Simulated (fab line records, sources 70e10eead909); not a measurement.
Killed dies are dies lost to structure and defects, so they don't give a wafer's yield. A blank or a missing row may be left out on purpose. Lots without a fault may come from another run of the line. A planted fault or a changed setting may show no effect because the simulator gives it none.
Chamber matching | flow nand_harc | NHARC_P_M0_DEP_32 on pecvd-03: 3 sister chambers
The step deposits SiCN, target thk 30 nm. 3 wafers are shown with their chamber, then 12 later ones without.

WAFERS WITH THEIR CHAMBER
wafer  | chamber | heater_power_w (W)
L085.4 | 1       | 543
L086.3 | 0       | 694
L086.6 | 2       | 630

WAFERS WITHOUT THEIR CHAMBER
wafer  | heater_power_w (W)
L088.2 | 610
L088.4 | 582
L088.5 | 585
L090.2 | 671
L090.5 | 655
L090.6 | 609
L091.1 | 604
L091.3 | 712
L091.6 | 704
L095.1 | 607
L095.3 | 679
L095.4 | 644

WHICH CHAMBER EACH WENT THROUGH
wafer  | from the rows above     | in truth
L088.2 | can't be placed: 2 or 1 | 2
L088.4 | can't be placed: 1 or 2 | 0
L088.5 | can't be placed: 1 or 2 | 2
L090.2 | can't be placed: 0 or 2 | 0
L090.5 | can't be placed: 2 or 0 | 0
L090.6 | can't be placed: 2 or 1 | 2
L091.1 | can't be placed: 2 or 1 | 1
L091.3 | 0                       | 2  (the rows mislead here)
L091.6 | 0                       | 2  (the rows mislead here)
L095.1 | can't be placed: 2 or 1 | 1
L095.3 | can't be placed: 0 or 2 | 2
L095.4 | can't be placed: 2 or 0 | 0
Placed correctly: 0 of 12. Can't be placed from these rows: 10 (the true chamber is among the candidates in 9). Placed wrongly: 2.
How it was worked out, from the rows above alone: a wafer's distance from a chamber is the root of the sum, over the readings, of the square of ((its reading less the chamber's mean) divided by the reading's scatter). The wafer belongs to the nearest chamber; if the next one is less than 2 further off, it can't be placed. A chamber's mean is the mean of its shown wafers. The scatter: with one shown wafer a chamber, the root of the mean of the squares of how far each hidden wafer lies from its nearest shown one.
